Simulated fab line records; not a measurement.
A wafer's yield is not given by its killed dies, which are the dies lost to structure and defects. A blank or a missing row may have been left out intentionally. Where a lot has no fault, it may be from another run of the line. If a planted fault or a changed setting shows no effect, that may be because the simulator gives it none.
fab line records	flow n5_finfet
record: lots: 6	wafers: 18	last_day: 17
route steps=1938 shown BEOL_M5@1162
lots with no fault: from the same line, run without faults
start_h: the number of hours between the record's first day and the start of the first shown wafer of the lot	wait_h: hours from the lot's prior step to this one	" same as the row above	L1.1+2: one row covering several wafers at once	- no value, or no start was given	* or withheld: withheld	< > ~ a bound
route shown NAME@n: names a module that has steps shown in the file, with the first one's number in the route	usual: mean/standard deviation taken from wafers without a fault	same: alike in all rows	chamber/n: place in a boat	sites: the reading at each site	_std_site: standard deviation of those values	_edge_site: the outer-site mean with the inner-site mean subtracted	radius_mm: for every site, how far away it sits from the centre of the wafer	mask NAME#n: copy n	behind: the tool/chamber that last shaped the wafer	hold: cause of the lot's hold/its duration in hours/its outcome	device: the n, p or np transistor that did not switch	end of line: the route-end tests of the same wafers	a step with no rows: only its recipe	killed: count of dies lost to structure and defects at first sort (not the wafer's yield)	map: shows each die of a wafer: x if killed, . if not, _ if none is there
set.NAME: the run value of the setting; set.NAME@STEP: its run value at that earlier step	model.NAME: the simulator's own value behind a step, which no gauge read
a table for each step, a row for each wafer; lots at some steps of the route
services: a tool's chamber out of use, with start hour (start_h, from the record's first day; less than 0 if before it), hours out, and reason
== steps ==
step: N5_BEOL_M5_STRIP_91
recipe: chemistry: N2/H2	time_s: 10	power_w: 450	temp_c: 40	pressure_mtorr: 20	rf_frequency_hz: 6e+07	bias_power_w: 7	n2_flow_sccm: 200	h2_flow_sccm: 200
usual: drypump_motor_current_A: 5.7/0.62	h2_flow_sccm: 200.0/0.55	n2_flow_sccm: 200.0/0.63	oes_product_au: 0.79/0.067	rf_vpp_V: 59.2/0.9	showerhead_plenum_p_Torr: 2.53/0.056	throttle_valve_pct: 23.59/0.26
same: time_s: 10
lot.wafer	tool	chamber	start_h	wait_h	drypump_motor_current_A	h2_flow_sccm	n2_flow_sccm	oes_product_au	rf_hours_counter_h	rf_vpp_V	showerhead_plenum_p_Torr	throttle_valve_pct
L282.1	rie_diel-02	3	-	-	5.4	200.5	199.8	0.74	173	58.6	2.56	24.19
L282.2	"	1	"	"	5.7	200.5	199.7	0.79	102	59.6	2.45	23.77
L282.3	"	0	"	"	5.4	200.0	199.8	0.86	59	57.7	2.50	23.36
L288.1	rie_diel-03	0	-	-	5.3	200.0	199.7	0.81	100	59.1	2.46	23.79
L288.3	"	2	"	"	5.8	200.0	199.4	0.69	247	60.7	2.59	23.54
L288.4	"	1	"	"	4.8	200.2	199.6	0.87	38	59.1	2.60	23.36
L290.1	rie_diel-03	1	-	-	4.8	200.4	199.7	0.87	39	58.8	2.60	23.36
L290.3	"	0	"	"	5.3	200.4	201.1	0.80	100	59.4	2.46	23.78
L290.5	"	0	"	"	5.3	199.6	201.0	0.80	-	58.8	2.46	23.78
L297.2	rie_diel-03	3	-	-	6.6	200.8	200.8	0.78	124	58.5	2.55	23.65
L297.3	"	2	"	"	5.7	199.8	201.1	0.97	3	58.9	2.59	23.16
L297.6	"	0	"	"	5.3	199.2	200.3	0.79	-	58.5	2.45	23.80
L296.3	rie_diel-03	0	-	-	5.3	200.4	198.6	0.80	116	59.9	2.45	23.82
L296.5	"	0	"	"	5.3	199.6	198.7	0.80	-	59.1	2.45	23.80
L296.6	"	3	"	"	6.6	200.5	199.0	0.79	-	58.6	2.55	23.67
L299.3	rie_diel-02	1	-	-	5.7	199.9	200.8	0.76	129	59.8	2.44	23.80
L299.4	"	3	"	"	5.4	200.0	200.0	0.72	201	58.3	2.54	24.21
L299.5	"	1	"	"	5.7	199.9	200.2	0.77	-	59.4	2.44	23.81
step: N5_BEOL_M5_OCD_MEAS_38
usual: trench_depth_nm: 72.2/1.4
lot.wafer	tool	chamber	start_h	wait_h	trench_depth_nm
L282.1	ocd-01	-	216.36	-	72.7
L282.2	"	-	"	"	72.2
L282.3	"	-	"	"	74.6
L288.1	ocd-02	-	252.09	-	72.3
L288.3	"	-	"	"	70.2
L288.4	"	-	"	"	74.1
L290.1	ocd-01	-	252.66	-	74.7
L290.3	"	-	"	"	73.1
L290.5	"	-	"	"	72.5
L297.2	ocd-01	-	294.80	-	71.9
L297.3	"	-	"	"	72.7
L297.6	"	-	"	"	72.4
L296.3	ocd-01	-	298.66	-	72.7
L296.5	"	-	"	"	72.5
L296.6	"	-	"	"	71.9
L299.3	ocd-02	-	311.25	-	70.0
L299.4	"	-	"	"	70.3
L299.5	"	-	"	"	71.1
step: N5_BEOL_M5_HM_STRIP_39
recipe: chemistry: peroxide_tin_strip	material: TiN	target_depth_a: 250	temp_c: 50	time_s: 158
step: N5_BEOL_M5_SRD_40
recipe: time_s: 30	temp_c: 23	rinse_liquid: diw	dry: ipa_marangoni
step: N5_BEOL_M5_PRECLEAN_42
recipe: chemistry: residue_remover	time_s: 60	temp_c: 40
step: N5_BEOL_M5_SRD_43
recipe: time_s: 30	temp_c: 23	rinse_liquid: diw	dry: ipa_marangoni
step: N5_BEOL_M5_CD_MEAS_35
recipe: target_cd_nm: 28	target_cd_y_nm: 24	polarity: opening
usual: cd_nm: 28.2/0.4
lot.wafer	tool	chamber	start_h	wait_h	cd_nm
L282.1	cd_sem-03	-	216.51	0.0	28.4
L282.2	"	-	"	"	28.2
L282.3	"	-	"	"	27.8
L288.1	cd_sem-03	-	252.24	0.0	27.6
L288.3	"	-	"	"	28.2
L288.4	"	-	"	"	28.4
L290.1	cd_sem-03	-	252.90	0.0	27.6
L290.3	"	-	"	"	28.2
L290.5	"	-	"	"	27.8
L297.2	cd_sem-03	-	294.95	0.0	27.6
L297.3	"	-	"	"	28.2
L297.6	"	-	"	"	28.1
L296.3	cd_sem-03	-	298.81	0.0	28.0
L296.5	"	-	"	"	28.7
L296.6	"	-	"	"	28.8
L299.3	cd_sem-02	-	311.40	0.0	28.4
L299.4	"	-	"	"	28.2
L299.5	"	-	"	"	27.8
step: N5_BEOL_M5_CURE_80
recipe: temp_c: 370	time_s: 120	ambient: DMADMS/He	material: SiCOH_lowk
usual: lamp_power_pct: 52.32/0.055	wafer_temp_C_max: 371.8/0.52
same: time_s: 120
lot.wafer	tool	chamber	start_h	wait_h	lamp_power_pct	wafer_temp_C_max
L282.1	uv_cure-01	2	216.64	0.1	52.32	371.9
L282.2	"	2	"	"	52.33	372.8
L282.3	"	2	"	"	52.27	371.8
L288.1	uv_cure-01	1	252.28	0.0	52.31	371.8
L288.3	"	1	"	"	52.36	371.0
L288.4	"	1	"	"	52.24	371.0
L290.1	uv_cure-02	1	252.95	0.0	52.30	371.4
L290.3	"	1	"	"	52.36	371.8
L290.5	"	1	"	"	52.32	371.6
L297.2	uv_cure-01	2	295.04	0.1	52.45	372.1
L297.3	"	2	"	"	52.32	372.3
L297.6	"	2	"	"	52.41	371.6
L296.3	uv_cure-03	1	298.95	0.1	52.25	371.3
L296.5	"	1	"	"	52.38	371.8
L296.6	"	1	"	"	52.31	372.8
L299.3	uv_cure-02	0	311.57	0.2	52.31	371.8
L299.4	"	0	"	"	52.43	372.0
L299.5	"	0	"	"	52.31	371.7
step: N5_BEOL_M5_DEGAS_44
recipe: ambient: vacuum	temp_c: 250	time_s: 60
step: N5_BEOL_M5_PRE_CLEAN_45
recipe: gas: H2/He	time_s: 30	temp_c: 250
usual: heater_power_w: 326/20
same: time_s: 30
lot.wafer	tool	chamber	start_h	wait_h	heater_power_w
L282.1	pvd_sputter-01	-	217.85	0.0	313
L282.2	"	-	"	"	339
L282.3	"	-	"	"	277
L288.1	pvd_sputter-02	-	253.11	0.0	321
L288.3	"	-	"	"	342
L288.4	"	-	"	"	323
L290.1	pvd_sputter-02	-	253.31	0.0	309
L290.3	"	-	"	"	350
L290.5	"	-	"	"	352
L297.2	pvd_sputter-02	-	295.37	0.0	317
L297.3	"	-	"	"	349
L297.6	"	-	"	"	312
L296.3	pvd_sputter-01	-	299.45	0.0	320
L296.5	"	-	"	"	288
L296.6	"	-	"	"	338
L299.3	pvd_sputter-02	-	312.94	0.0	305
L299.4	"	-	"	"	315
L299.5	"	-	"	"	317
step: N5_BEOL_M5_ALD_86
recipe: material: TaN	target_thk_a: *	temp_c: 275	ald_precursor_family: PDMAT	ald_co_reactant: NH3	pressure_torr: 3	carrier_flow_sccm: 1500	pulse_time_s: 2	purge_time_s: 3	co_reactant_purge_time_s: 2	co_reactant_pulse_time_s: 3	ald_cycles: 30	precursor_vessel_temp_c: 75	precursor_vessel_pressure_torr: 26.25	precursor_vessel_carrier_sccm: 1000
step: N5_BEOL_M5_SURFACE_TREAT_87
recipe: gas: Ar	time_s: *	ion_energy_ev: *	ion_current_ma_cm2: 0.5	pressure_mtorr: *	ar_flow_sccm: 30
usual: ar_flow_sccm: 30.00/0.091	pressure_mtorr: *	throttle_valve_pct: *
same: time_s: *
lot.wafer	tool	chamber	start_h	wait_h	ar_flow_sccm	pressure_mtorr	throttle_valve_pct
L282.1	pvd_sputter-01	-	218.43	0.4	29.96	*	*
L282.2	"	-	"	"	30.03	*	*
L282.3	"	-	"	"	30.10	*	*
L288.1	pvd_sputter-02	-	253.43	0.1	29.86	*	*
L288.3	"	-	"	"	30.03	*	*
L288.4	"	-	"	"	30.21	*	*
L290.1	pvd_sputter-02	-	253.63	0.2	30.03	*	*
L290.3	"	-	"	"	30.00	*	*
L290.5	"	-	"	"	30.01	*	*
L297.2	pvd_sputter-02	-	295.69	0.2	29.96	*	*
L297.3	"	-	"	"	29.98	*	*
L297.6	"	-	"	"	30.08	*	*
L296.3	pvd_sputter-03	-	299.82	0.2	30.08	*	*
L296.5	"	-	"	"	30.01	*	*
L296.6	"	-	"	"	30.09	*	*
L299.3	pvd_sputter-02	-	313.24	0.1	29.93	*	*
L299.4	"	-	"	"	30.01	*	*
L299.5	"	-	"	"	30.10	*	*
step: N5_BEOL_M5_CVD_47
recipe: material: Co	target_thk_a: 30	temp_c: withheld	precursor: CCTBA/H2	pressure_torr: 30	time_s: 216
usual: run_length_s: 238.8/0.38
lot.wafer	tool	chamber	start_h	wait_h	run_length_s	since_wet_clean_h
L282.1	cvd_co-01	1	218.54	0.1	238.5	82
L282.2	"	2	"	"	238.1	519
L282.3	"	0	"	"	239.2	979
L288.1	cvd_co-01	2	253.49	0.0	238.8	554
L288.3	"	0	"	"	235.7	1014
L288.4	"	1	"	"	235.3	-
L290.1	cvd_co-01	0	253.69	0.0	238.7	1014
L290.3	"	1	"	"	236.1	117
L290.5	"	2	"	"	238.3	-
L297.2	cvd_co-02	2	295.97	0.3	239.0	378
L297.3	"	1	"	"	239.0	1275
L297.6	"	0	"	"	238.7	-
L296.3	cvd_co-02	0	300.02	0.2	238.5	841
L296.5	"	0	"	"	238.9	-
L296.6	"	2	"	"	238.7	-
L299.3	cvd_co-02	2	313.30	0.0	238.8	395
L299.4	"	2	"	"	239.0	-
L299.5	"	1	"	"	239.3	-
step: N5_BEOL_M5_SPUTTER_48
recipe: material: Cu	target_thk_a: 150	temp_c: -20	chamber_pressure_pa: 0.07	power_w: withheld	time_s: 27.62
usual: throttle_valve_pct: 29.8/1.1
same: time_s: 27.62
lot.wafer	tool	chamber	start_h	wait_h	throttle_valve_pct
L282.1	pvd_sputter-02	-	218.78	0.2	28.9
L282.2	"	-	"	"	27.5
L282.3	"	-	"	"	32.5
L288.1	pvd_sputter-01	-	253.67	0.1	29.5
L288.3	"	-	"	"	31.3
L288.4	"	-	"	"	28.8
L290.1	pvd_sputter-03	-	253.91	0.2	30.0
L290.3	"	-	"	"	29.7
L290.5	"	-	"	"	30.1
L297.2	pvd_sputter-02	-	296.15	0.1	32.3
L297.3	"	-	"	"	27.7
L297.6	"	-	"	"	32.4
L296.3	pvd_sputter-01	-	300.21	0.1	31.1
L296.5	"	-	"	"	30.3
L296.6	"	-	"	"	28.9
L299.3	pvd_sputter-03	-	313.45	0.1	30.3
L299.4	"	-	"	"	28.4
L299.5	"	-	"	"	28.4
== services ==
tool	chamber	start_h	hours	kind
cvd_co-02	-	198.93	0.9	repair
uv_cure-02	-	199.89	2.8	pm
uv_cure-01	-	232.86	7.5	pm
rie_diel-02	-	249.58	2.8	pm
uv_cure-03	-	256.48	1.0	pm
cvd_co-01	1	260.15	4.1	repair
rie_diel-03	2	261.75	-	clean
rie_diel-03	2	261.75	-	consumable_replace:focus_ring
rie_diel-03	2	261.75	24.2	scheduled_down
rie_diel-03	2	261.75	24.2	vent_cycle
uv_cure-01	-	277.48	14.6	pm
uv_cure-02	-	302.00	1.9	repair
== key ==
first_sign: step: N5_BEOL_M5_CVD_47	reading: run_length_s	direction: down	sigmas: 8	usual: *	struck: *
effect none on later readings
met_at N5_BEOL_M5_CVD_47
struck_wafers L288.3,L288.4,L290.3
baseline_loss: step: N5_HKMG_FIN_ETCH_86	wafers: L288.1
onset_between 218.54 253.49
fault: kind: process_parameter_drift	tool: cvd_co-01	chamber: -	onset_h: 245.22	steps: N5_BEOL_M5_CVD_47	channel: time_s	offset: *	shape: step	end_h: 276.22	scope: struck_wafers_only	acts_in: *	stated: *
baseline_loss: these wafers lose ten dies or more at that step, a loss of the line's own and not of a fault; the sort's usual values leave them out
